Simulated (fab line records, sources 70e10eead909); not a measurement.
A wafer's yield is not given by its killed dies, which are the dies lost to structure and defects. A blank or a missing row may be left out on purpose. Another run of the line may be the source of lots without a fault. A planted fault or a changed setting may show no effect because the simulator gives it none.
fab line records	flow nandHarc
record lots=6	wafers=18	lastDay=28
route steps=1159 shown A_WL_FILL@830 A_CONTACT@840 END@1159
lots with no fault: from the same line, run without faults
startH: the number of hours between the record's first day and the start of the first shown wafer of the lot	waitH: hours since the lot's step before	" repeats the value in the row above	L1.1+2: several wafers, shown together as one row	- either no value or no given start	* or withheld: withheld	< > ~ a bound
route shown NAME@n: names a module that has steps shown in the file, with the first one's number in the route	usual: mean and standard deviation over wafers with no fault	same: alike in all rows	chamber/n: place in a boat	sites: each site's reading	_std_site: standard deviation of those values	_edge_site: the outer-site mean with the inner-site mean subtracted	radiusMm: for every site, how far away it sits from the centre of the wafer	mask NAME#n: copy n	behind: the most recent tool/chamber to have shaped the wafer	hold: reason for holding the lot/hours on hold/outcome of the hold	device: the transistor (n, p or np) that didn't switch	end of line: the tests these same wafers got at the end of their route	a step without rows: its recipe alone	killed: count of dies lost to structure and defects at first sort (not the wafer's yield)	map: shows each die of a wafer: x if killed, . if not, _ if none is there
set.NAME: the setting as run; set.NAME@STEP: as run at that earlier step	model.NAME: the simulator's own value behind a step, which no gauge read
lots at selected steps of the route; one table per step, one row per wafer
services: when a tool's chamber went out of use (startH, in hours from the record's first day, below 0 if earlier), for how many hours, and the reason
## steps
# step NHARC_A_WL_FILL_PRECLEAN_30
# recipe timeS=10	chemistry=dHF
# step NHARC_A_WL_FILL_SRD_14
# step NHARC_A_WL_FILL_ALD_19
# recipe targetThkA=20	pulseTimeS=3	aldCycles=100	tempC=450	material=TiN
# usual heaterPowerW=1080/100	precursorPulseHeightRel=1.001/0.019
lot.wafer	tool	chamber	startH	waitH	heaterPowerW	precursorPulseHeightRel
L314.2	aldMetal-04	1	428.68	0.1	1059	1.004
L314.4	"	3	"	"	1147	1.010
L314.5	"	0	"	"	989	1.005
L315.3	aldMetal-04	0	443.59	0.1	965	0.999
L315.2	"	1	"	"	1051	1.025
L315.1	"	3	"	"	1149	0.960
L331.3	aldMetal-01	3	489.96	0.1	1092	0.995
L331.1	"	2	"	"	993	0.995
L331.6	"	3	"	"	1097	0.993
L326.3	aldMetal-01	1	495.53	0.1	1252	1.007
L326.4	"	2	"	"	1030	1.013
L326.5	"	3	"	"	1094	1.000
L322.2	aldMetal-04	1	501.90	0.1	1070	1.012
L322.4	"	3	"	"	1142	0.992
L322.6	"	1	"	"	1067	1.003
L333.3	aldMetal-04	2	514.30	0.1	1140	1.015
L333.4	"	1	"	"	1064	0.999
L333.5	"	2	"	"	1174	0.978
# step NHARC_A_WL_FILL_CVD_20
# recipe targetThkA=750	tempC=300	pressureTorr=40	wf6FlowSccm=40	h2FlowSccm=1600	arFlowSccm=1560	timeS=5064	material=W
# step NHARC_A_WL_FILL_CMP_12
# recipe tOverpolishS=30	targetThkNm=75
# usual edgeZonePressureFrac=1.000/0.0054	motorCurrentA=12.1/1.3	overpolishRunS=29.999/0.0094	timeToEndpointS=15.5/2.1
lot.wafer	tool	chamber	startH	waitH	edgeZonePressureFrac	motorCurrentA	overpolishRunS	timeToEndpointS
L314.2	cmp-03	2	441.04	3.6	1.001	11.4	30.002	15.5
L314.4	"	1	"	"	0.991	11.0	29.994	13.0
L314.5	"	3	"	"	1.002	15.5	29.987	15.4
L315.1	cmp-03	3	463.89	3.6	0.997	15.0	29.988	14.3
L315.2	"	1	"	"	1.004	11.2	29.993	11.5
L315.3	"	2	"	"	0.995	11.2	29.995	15.7
L331.1	cmp-03	2	519.36	3.6	1.008	11.3	30.000	12.7
L331.3	"	0	"	"	1.006	9.7	29.998	16.0
L331.6	"	3	"	"	0.996	14.6	29.993	13.9
L326.4	cmp-04	3	523.68	2.2	1.007	12.5	30.006	15.0
L326.3	"	2	"	"	0.995	13.1	29.983	18.4
L326.5	"	3	"	"	1.003	12.5	30.000	16.2
L322.2	cmp-04	2	532.24	4.3	1.004	13.8	30.002	16.5
L322.4	"	0	"	"	1.000	11.2	30.000	15.4
L322.6	"	2	"	"	1.000	13.0	29.997	16.0
L333.4	cmp-04	3	541.02	2.2	1.003	12.5	29.992	10.9
L333.3	"	1	"	"	1.003	12.5	29.985	15.4
L333.5	"	3	"	"	1.001	12.6	29.989	14.0
# step NHARC_A_WL_FILL_SRD_31
# step NHARC_A_WL_FILL_INSPECT_15
# usual rawDefectCount=363/120
lot.wafer	tool	chamber	startH	waitH	rawDefectCount
L314.2	defectInspect-02	-	441.53	0.0	210
L314.4	"	-	"	"	202
L314.5	"	-	"	"	231
L315.1	defectInspect-02	-	464.36	0.0	523
L315.2	"	-	"	"	478
L315.3	"	-	"	"	457
L331.1	defectInspect-01	-	519.82	0.0	334
L331.3	"	-	"	"	347
L331.6	"	-	"	"	332
L326.3	defectInspect-01	-	524.16	0.0	413
L326.4	"	-	"	"	322
L326.5	"	-	"	"	405
L322.2	defectInspect-01	-	532.73	0.0	422
L322.4	"	-	"	"	244
L322.6	"	-	"	"	382
L333.3	defectInspect-01	-	541.48	0.0	295
L333.4	"	-	"	"	251
L333.5	"	-	"	"	367
# step NHARC_A_CONTACT_DEP_24
# recipe targetThkA=5000	tempC=400	pressureTorr=6.5	rfW=900	teosFlowSccm=161.4	flowSccm=2650	targetThkNm=500	gas=O2	material=SiO2
# usual heaterPowerW=529/89	throttleValvePct=15.7/0.49
lot.wafer	tool	chamber	startH	waitH	heaterPowerW	throttleValvePct
L314.2	pecvd-03	1	441.60	0.1	592	15.8
L314.5	"	2	"	"	549	15.3
L314.4	"	0	"	"	678	15.3
L315.2	pecvd-04	0	464.49	0.1	480	15.1
L315.3	"	1	"	"	485	16.4
L315.1	"	2	"	"	480	16.2
L331.3	pecvd-04	0	519.89	0.1	418	15.4
L331.1	"	1	"	"	472	15.9
L331.6	"	0	"	"	448	15.5
L326.3	pecvd-04	0	524.45	0.3	467	15.2
L326.5	"	0	"	"	478	15.4
L326.4	"	1	"	"	400	15.9
L322.2	pecvd-04	1	532.92	0.2	399	16.4
L322.6	"	0	"	"	422	15.2
L322.4	"	1	"	"	433	16.2
L333.3	pecvd-04	0	541.61	0.1	467	15.8
L333.4	"	2	"	"	490	16.4
L333.5	"	1	"	"	464	16.1
# step NHARC_A_CONTACT_DEP_28
# recipe targetThkA=36000	tempC=400	material=aC
# usual throttleValvePct=35.000/0.0084
lot.wafer	tool	chamber	startH	waitH	throttleValvePct
L314.2	aclDep-03	0	442.56	0.4	34.993
L314.4	"	0	"	"	35.010
L314.5	"	0	"	"	35.006
L315.1	aclDep-02	0	468.69	3.7	34.992
L315.2	"	0	"	"	34.999
L315.3	"	0	"	"	34.999
L331.1	aclDep-03	0	521.12	0.7	34.990
L331.3	"	0	"	"	34.972
L331.6	"	0	522.95	2.5	34.999
L326.3	aclDep-01	0	526.48	1.5	34.984
L326.4	"	0	"	"	34.995
L326.5	"	0	"	"	34.998
L322.2	aclDep-03	0	535.17	1.8	35.000
L322.4	"	0	"	"	35.015
L322.6	"	0	"	"	35.008
L333.3	aclDep-02	0	545.52	3.4	34.999
L333.4	"	0	"	"	35.007
L333.5	"	0	"	"	34.991
# step NHARC_A_CONTACT_DEP_29
# recipe targetThkA=700	targetThkNm=70	tempC=400	pressureTorr=3.5	flowSccm=200	rfW=350	material=SiON
# usual heaterPowerW=715/77
lot.wafer	tool	chamber	startH	waitH	heaterPowerW
L314.2	pecvd-04	2	444.46	1.5	709
L314.4	"	0	"	"	655
L314.5	"	1	"	"	692
L315.3	pecvd-04	2	470.89	1.1	685
L315.1	"	0	"	"	664
L315.2	"	1	"	"	629
L331.1	pecvd-03	2	523.34	1.8	776
L331.3	"	1	"	"	856
L331.6	"	2	"	"	770
L326.3	pecvd-04	0	528.10	1.3	637
L326.5	"	1	"	"	707
L326.4	"	2	"	"	639
L322.2	pecvd-04	2	537.02	1.5	661
L322.4	"	2	"	"	632
L322.6	"	0	"	"	603
L333.3	pecvd-04	1	547.05	1.2	663
L333.5	"	2	"	"	726
L333.4	"	0	"	"	686
# step NHARC_A_CONTACT_DEHYDRATE_32
# recipe tempC=150	timeS=120
# step NHARC_A_CONTACT_HMDS_33
# recipe timeS=30
# step NHARC_A_CONTACT_COAT_34
# recipe tempC=260	timeS=75
# step NHARC_A_CONTACT_COAT_35
# recipe tempC=225	timeS=65
# step NHARC_A_CONTACT_COAT_36
# recipe spinRpm=1500	resistThkNm=90
# step NHARC_A_CONTACT_SOFTBAKE_37
# recipe tempC=105	timeS=55
# step NHARC_A_CONTACT_EBR_38
# step NHARC_A_CONTACT_EXPOSE_39
# recipe na=1.35	sigmaOuter=0.8	doseMj=58.79	maskId=A_CC_3
# step NHARC_A_CONTACT_PEB_40
# recipe pebTempC=100	pebTimeS=65
# step NHARC_A_CONTACT_DEVELOP_41
# recipe developTimeS=35	devTempC=23
# step NHARC_A_CONTACT_CD_MEAS_42
# recipe targetCdNm=200	landingEnergyEv=500
# usual cdNm=200.2/0.57
lot.wafer	tool	chamber	startH	waitH	cdNm
L314.2	cdSem-03	0	445.13	-	200.3
L314.4	"	0	"	"	200.2
L314.5	"	0	"	"	200.7
L315.1	cdSem-03	0	471.61	-	200.0
L315.2	"	0	"	"	200.5
L315.3	"	0	"	"	201.0
L331.1	cdSem-02	0	524.05	-	199.8
L331.3	"	0	"	"	199.7
L331.6	"	0	"	"	200.6
L326.3	cdSem-03	0	528.77	-	201.3
L326.4	"	0	"	"	201.3
L326.5	"	0	"	"	200.3
L322.2	cdSem-01	0	537.72	-	200.6
L322.4	"	0	"	"	199.9
L322.6	"	0	"	"	201.4
L333.3	cdSem-02	0	547.74	-	200.7
L333.4	"	0	"	"	198.9
L333.5	"	0	"	"	200.0
# step NHARC_A_CONTACT_OVL_MEAS_43
# usual overlayXNm=0.0/0.92	overlayYNm=0.2/0.92
lot.wafer	tool	chamber	startH	waitH	overlayXNm	overlayYNm
L314.2	overlay-01	-	445.21	-	-0.8	2.2
L314.4	"	-	"	"	-1.1	1.7
L314.5	"	-	"	"	-0.6	1.8
L315.1	overlay-01	-	471.70	-	0.4	1.2
L315.2	"	-	"	"	0.7	1.2
L315.3	"	-	"	"	1.0	1.4
L331.1	overlay-02	-	524.14	-	-1.1	-0.8
L331.3	"	-	"	"	-0.7	-0.8
L331.6	"	-	"	"	-1.4	-0.7
L326.3	overlay-02	-	528.87	-	0.9	0.8
L326.4	"	-	"	"	0.5	0.5
L326.5	"	-	"	"	0.8	1.3
L322.2	overlay-01	-	537.80	-	-0.7	-0.1
L322.4	"	-	"	"	-0.8	-0.4
L322.6	"	-	"	"	-0.8	0.1
L333.3	overlay-01	-	547.83	-	0.2	1.0
L333.4	"	-	"	"	-0.6	1.3
L333.5	"	-	"	"	0.4	1.4
# step NHARC_A_CONTACT_INSPECT_44
# usual rawDefectCount=28/15
lot.wafer	tool	chamber	startH	waitH	rawDefectCount
L314.2	defectInspect-02	-	445.25	0.0	10
L314.4	"	-	"	"	9
L314.5	"	-	"	"	8
L315.1	defectInspect-02	-	471.74	0.0	12
L315.2	"	-	"	"	12
L315.3	"	-	"	"	11
L331.1	defectInspect-02	-	524.18	0.0	778
L331.3	"	-	"	"	785
L331.6	"	-	"	"	774
L326.3	defectInspect-01	-	528.91	0.0	39
L326.4	"	-	"	"	36
L326.5	"	-	"	"	35
L322.2	defectInspect-02	-	537.84	0.0	784
L322.4	"	-	"	"	793
L322.6	"	-	"	"	793
L333.3	defectInspect-02	-	547.87	0.0	16
L333.4	"	-	"	"	15
L333.5	"	-	"	"	8
# step NHARC_A_CONTACT_DESCUM_47
# recipe timeS=3	o2FlowSccm=200	arFlowSccm=0	biasPowerW=0	chemistry=O2
# usual drypumpMotorCurrentA=5.8/0.61	mfcArSccm=0.005/0.0084	oesProductAu=0.997/0.008	rfVppV=57.7/0.92	showerheadPlenumPTorr=1.93/0.084	throttleValvePct=11.311/0.0084
lot.wafer	tool	chamber	startH	waitH	drypumpMotorCurrentA	mfcArSccm	oesProductAu	rfHoursCounterH	rfVppV	showerheadPlenumPTorr	throttleValvePct
L314.4	rieDiel-06	0	445.32	0.1	6.7	0	0.978	4	57.7	1.95	11.323
L314.2	"	1	"	"	5.0	0.025	0.996	5	58.6	2.04	11.325
L314.5	"	3	"	"	5.8	0.010	0.993	-	59.2	2.00	11.314
L315.3	rieDiel-06	2	471.80	0.1	5.3	0	1.006	11	58.7	1.80	11.310
L315.2	"	3	"	"	5.9	0.010	0.996	11	58.1	2.00	11.321
L315.1	"	0	"	"	6.7	0	1.000	12	55.8	1.95	11.310
L331.1	rieDiel-06	0	524.24	0.1	6.7	0	0.998	23	58.2	1.95	11.300
L331.3	"	1	"	"	5.0	0.025	0.990	22	57.2	2.03	11.311
L331.6	"	0	"	"	6.7	0	0.984	-	57.1	1.95	11.307
L326.4	rieDiel-06	0	528.96	0.1	6.7	0	0.995	25	57.9	1.94	11.296
L326.3	"	2	"	"	5.3	0	1.003	23	58.4	1.79	11.322
L326.5	"	1	"	"	5.0	0.025	0.984	-	56.5	2.03	11.313
L322.4	rieDiel-04	2	537.90	0.1	6.4	0	1.002	26	57.8	1.91	11.303
L322.2	"	3	"	"	5.1	0.010	1.008	25	57.7	2.03	11.316
L322.6	"	2	"	"	6.4	0	0.996	-	57.4	1.91	11.311
L333.4	rieDiel-05	1	547.92	0.1	6.0	0	0.973	8	57.8	1.85	11.307
L333.3	"	0	"	"	5.2	0	0.991	8	56.2	1.89	11.319
L333.5	"	1	"	"	6.0	0	0.980	-	57.3	1.85	11.303
# step NHARC_END_SORT_01
# recipe tempC=25
# usual killedAtArray=29/11	killedAtOther=0.5/0.85	killedAtPeriphery=3.0/2.3	killedDies=33/12	killedOpen=3.3/1.9	killedShort=2.0/1.5
# same grossDies=677
lot.wafer	tool	chamber	startH	waitH	killedAtArray	killedAtOther	killedAtPeriphery	killedDies	killedOpen	killedShort
L315.1	prober-02	0	599.70	2.5	22	1	4	27	8	6
L315.2	prober-02	0	600.51	2.8	20	0	6	26	4	2
L315.3	prober-02	0	601.32	3.1	14	0	8	22	4	2
L331.1	prober-01	0	642.20	2.6	140	1	4	145	3	2
L331.3	prober-01	0	643.80	3.1	145	0	11	156	6	2
L331.6	prober-01	0	646.19	4.0	130	0	8	138	3	0
L322.2	prober-02	0	655.04	2.8	135	0	4	139	3	3
L322.4	prober-02	0	656.64	3.4	133	0	1	134	1	0
L322.6	prober-02	0	658.24	4.0	122	0	1	123	2	0
# killed by level:class
L315.1 A_CONTACT:chamberFilmFlake=5 A_SGD_CUT:chamberFilmFlake=4 A_CHANNEL_FILL_D1:geometricParticle:open=3 A_CHANNEL_FILL_D1:geometricParticle:short=2 A_CONTACT:geometricParticle:short=2 A_M0:geometricParticle:open=2 P_M1:chamberFilmFlake=2 P_ZERO_WELL:geometricParticle:short=1
L315.2 A_CHANNEL_HOLE_D1:chamberFilmFlake=7 A_CONTACT:chamberFilmFlake=4 A_CONTACT:geometricParticle:open=3 P_ZERO_WELL:chamberFilmFlake=2 P_M1:chamberFilmFlake=2 P_BONDPAD:chamberFilmFlake=2 A_CHANNEL_FILL_D1:chamberFilmFlake=2 A_WL_FILL:geometricParticle:short=1
L315.3 A_CHANNEL_HOLE_D1:chamberFilmFlake=5 A_STAIRCASE:chamberFilmFlake=3 P_ZERO_WELL:chamberFilmFlake=2 P_BONDPAD:chamberFilmFlake=2 A_CONTACT:chamberFilmFlake=2 P_CONTACT:geometricParticle:open=1 P_M0:geometricParticle:short=1 P_M0:geometricParticle:open=1
L331.1 A_CONTACT:unspecified=87 A_SLIT:chamberFilmFlake=19 A_CHANNEL_HOLE_D1:chamberFilmFlake=14 A_CONTACT:chamberFilmFlake=9 A_STAIRCASE:chamberFilmFlake=3 A_CONTACT:geometricParticle:open=2 A_CHANNEL_FILL_D1:chamberFilmFlake=2 P_GATE:geometricParticle:open=1
L331.3 A_CONTACT:unspecified=90 A_CHANNEL_HOLE_D1:chamberFilmFlake=23 A_SLIT:chamberFilmFlake=21 P_STI:chamberFilmFlake=4 A_CONTACT:chamberFilmFlake=3 P_M0:geometricParticle:open=2 P_M2:chamberFilmFlake=2 A_STAIRCASE:chamberFilmFlake=2
L331.6 A_CONTACT:unspecified=89 A_SLIT:chamberFilmFlake=18 A_CHANNEL_HOLE_D1:chamberFilmFlake=13 P_STI:chamberFilmFlake=5 A_CONTACT:chamberFilmFlake=4 A_CHANNEL_FILL_D1:chamberFilmFlake=3 P_M2:chamberFilmFlake=2 P_GATE:geometricParticle:open=1
L322.2 A_CONTACT:unspecified=98 A_SLIT:chamberFilmFlake=17 A_CHANNEL_HOLE_D1:chamberFilmFlake=13 A_CONTACT:chamberFilmFlake=3 P_GATE:geometricParticle:open=1 P_CONTACT:geometricParticle:short=1 P_M1:geometricParticle:open=1 A_CHANNEL_FILL_D1:geometricParticle:short=1
L322.4 A_CONTACT:unspecified=97 A_SLIT:chamberFilmFlake=17 A_CHANNEL_HOLE_D1:chamberFilmFlake=16 A_STAIRCASE:chamberFilmFlake=2 P_GATE:geometricParticle:open=1 A_CONTACT:chamberFilmFlake=1
L322.6 A_CONTACT:unspecified=85 A_SLIT:chamberFilmFlake=19 A_CHANNEL_HOLE_D1:chamberFilmFlake=15 A_ONON_D1:geometricParticle:open=2 P_CONTACT:chamberFilmFlake=1 A_STAIRCASE:chamberFilmFlake=1
# map L322.2 (x killed, . not)
____________x____________
_________.....x._________
_______.....xx...._______
______....xx.......______
_____....xx..x......_____
____.....xx.xx....x..____
____....x...xx.......____
___........x..........___
___...................___
__......x..............__
__.........x...........__
_......x................_
_..x.xx...............x._
_..x.x.................._
_...xxx.x.x............._
_x.xx...xx.............._
......xxxxxx....x....x...
.....xxxxxxx.x.....x.....
.......xxxxxxxx..........
......xxxxxxxx...........
.....xxxxxxxxx...........
_.....xxxxxxx.x........._
_....xxxxxxxxxx........._
_....xxxxxxxxx.........._
_....xxxxxxxxx..x......._
_.....xxxxxxxx.........._
__.....xxxxx.x.........__
__......xxxx...........__
___..........x........___
___.......x...........___
____........x..x.....____
____.................____
_____..............._____
______.............______
_______....x......_______
_________......._________
____________.____________
# map L331.3 (x killed, . not)
____________.____________
_________......._________
_______x.........._______
______.............______
_____..............._____
____.................____
____........x..x.....____
___...................___
___.xxx...............___
__.................x...__
__.x...x...........x.x.__
_....x.........x...xxx.._
_...xxx.............x.xx_
_....xxxx.......x.xxxxx._
_...x.x.x..........x...._
_.x.xx.x...x.......x.x.._
.x.xxxxxxxx..........x..x
.....xxxxxxxx.......xxx..
.......xxxxxxx....x......
....xxxxxxxxxx...........
..xx..xxxxxxx......x.....
_.....xxxxxxxxx........._
_.....xxxxxxxx.........._
_.....xxxxxxxx.........._
_....xxxxxxxxxx........._
_....xxxxxxxx..........._
__......xxxxxx.........__
__......xxxx...........__
___.......xxx.x.......___
___...................___
____.................____
____................x____
_____....x.....x...._____
______....x........______
_______..........._______
_________..xx..._________
____________.____________
## services
tool	chamber	startH	hours	kind
aldMetal-04	-	406.11	10.0	pm
aldMetal-04	0	406.11	10.0	ventCycle
aldMetal-04	1	406.11	10.0	ventCycle
rieDiel-04	3	408.30	13.9	repair
rieDiel-05	1	417.88	5.9	repair
rieDiel-06	-	418.69	9.0	pm
aldMetal-01	2	418.71	7.0	repair
cmp-03	-	421.73	1.5	repair
cmp-04	-	431.45	2.3	repair
rieDiel-05	3	449.53	12.9	repair
cmp-03	-	450.05	4.0	pm
aldMetal-01	-	458.00	10.0	pm
rieDiel-04	3	461.57	8.7	repair
rieDiel-04	-	466.00	9.0	pm
pecvd-03	-	473.16	13.0	pm
aclDep-01	-	474.44	13.0	pm
rieDiel-05	1	481.75	4.3	repair
cmp-04	-	488.31	2.4	repair
cmp-04	-	497.14	4.0	pm
pecvd-03	1	499.50	6.4	repair
aldMetal-04	0	501.42	7.0	repair
rieDiel-05	-	518.18	9.0	pm
aldMetal-01	3	521.35	2.9	repair
aclDep-02	-	531.80	13.0	pm
## key
firstSign step=NHARC_A_CONTACT_INSPECT_44	reading=rawDefectCount	direction=up	sigmas=51	usual=28	struck=784
effect step=NHARC_END_SORT_01	reading=killedAtArray	direction=up	sigmas=9.7	usual=29	struck=134
moreKillsBornAt NHARC_A_CONTACT_DEP_28@aclDep-03=546
metAt NHARC_A_CONTACT_DEP_28
struckWafers L322.2,L322.4,L322.6,L331.1,L331.3,L331.6
testerLeftOut L322,L331
onsetBetween 442.56 521.12
fault kind=chamberParticleSource	tool=aclDep-03	chamber=-	onsetH=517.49	steps=NHARC_A_CONTACT_DEP_28	ratePerVisitCm2=1.1177	endH=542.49
# testerLeftOut: of these lots the tester's yield and bins aren't shown, on N5 and GAA mostly nor the transistor test; their killed dies are dies lost to structure and defects alone, not to doping, threshold or leakage, so they don't give the yield
